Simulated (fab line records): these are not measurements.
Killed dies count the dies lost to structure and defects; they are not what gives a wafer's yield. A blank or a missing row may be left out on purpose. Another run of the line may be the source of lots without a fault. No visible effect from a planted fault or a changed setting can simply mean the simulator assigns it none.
Lot-split experiment    flow n5 finfet    7 lots, 21 wafers read, on a route of 1938 steps

== SPLIT DETAILS ==
At N5_MOL_CONTACT_COAG_ALD_131 (deposits SiO2, target thk 5 nm, pulse time 1 s, co reactant pulse time 1 s), the setting ald cycles was moved away from the recipe's 35 on 4 of the 21 wafers read, by -8.6% to +5.7%. All remaining wafers had this setting at the recipe value.

The reading is taken at the split's own step.

== THE READING ==
SiO2_of_MOL_CONTACT_COAG_ALD_131.thk nm (the simulator's own value, which no gauge read), in nm, at N5_MOL_CONTACT_COAG_ALD_131 (deposits SiO2, target thk 5 nm, pulse time 1 s, co reactant pulse time 1 s). No usual value for it is given in the file.

wafer   tool, chamber at the split  ald cycles as run  against the recipe  SiO2_of_MOL_CONTACT_COAG_ALD_131.thk nm, nm  against lot-mates on the recipe
L078.2  ald sin-01, 2,3,1           35                 recipe              5                                            -
L078.4  ald sin-01, 2,3,1           35                 recipe              5                                            -
L078.5  ald sin-01, 2,3,1           35                 recipe              5                                            -
L082.3  ald sin-02, 2               37                 +5.7%               5.4                                          +0.4
L082.4  ald sin-02, 1               35                 recipe              5                                            -
L082.5  ald sin-02, 2               37                 +5.7%               5.2                                          +0.2
L087.2  ald sin-02, 1,3,2           35                 recipe              5                                            -
L087.3  ald sin-02, 1,3,2           35                 recipe              5                                            -
L087.6  ald sin-02, 1,3,2           35                 recipe              5                                            -
L088.1  ald sin-01, 1,0,2           35                 recipe              5                                            -
L088.2  ald sin-01, 1,0,2           35                 recipe              5                                            -
L088.3  ald sin-01, 1,0,2           35                 recipe              5                                            -
L089.2  ald sin-04, 1,3,0           35                 recipe              5                                            -
L089.3  ald sin-04, 1,3,0           35                 recipe              5                                            -
L089.5  ald sin-04, 1,3,0           35                 recipe              5                                            -
L092.1  ald sin-01, 3,2,1           35                 recipe              5                                            -
L092.2  ald sin-01, 3,2,1           35                 recipe              5                                            -
L092.5  ald sin-01, 3,2,1           35                 recipe              5                                            -
L095.1  ald sin-04, 3               35                 recipe              5                                            -
L095.4  ald sin-04, 1               32                 -8.6%               4.6                                          -0.4
L095.6  ald sin-04, 1               32                 -8.6%               4.6                                          -0.4
Rows listing several chambers each stand for several wafers; the file does not say which wafer went through which chamber.

THE FIT
A straight line over all 21 wafers: SiO2_of_MOL_CONTACT_COAG_ALD_131.thk nm changes by +0.0486 nm for each +1% of ald cycles; r = +0.98; the points scatter about the line by 0.033 nm.
The same after taking each lot's own level away (the mean of its wafers on the recipe; 21 wafers): +0.0486 nm for each +1%; r = +0.98; scatter 0.033 nm.
That fit puts the effect of the largest move of ald cycles on the reading at 0.42 nm.
The lots' own levels span 5.00 to 5.00 nm.
The two slopes agree, so the slope changes little with the lot-to-lot level.
Check: -0.42 nm against its lot-mates is what the line predicts for one of the wafers moved furthest among these (-8.6%) when that wafer is left out of the fit. Against them it came out at -0.4 nm.

== THE OTHER SPLITS THESE WAFERS WENT THROUGH ==
These wafers also went through other splits before the reading. Each is held against what the fit with the lots' levels taken away leaves over:
other split on the same wafers     wafers away from the commonest value  r with SiO2_of_MOL_CONTACT_COAG_ALD_131.thk nm (lot level and that fit taken away)
N5_GATE_CUT_ETCH_36 cf4 flow sccm  7                                     -0.01

== THE FILE'S OWN FIT ==
SiO2_of_MOL_CONTACT_COAG_ALD_131.thk nm changes by +0.0485 nm for each +1% of ald cycles, r = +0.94.
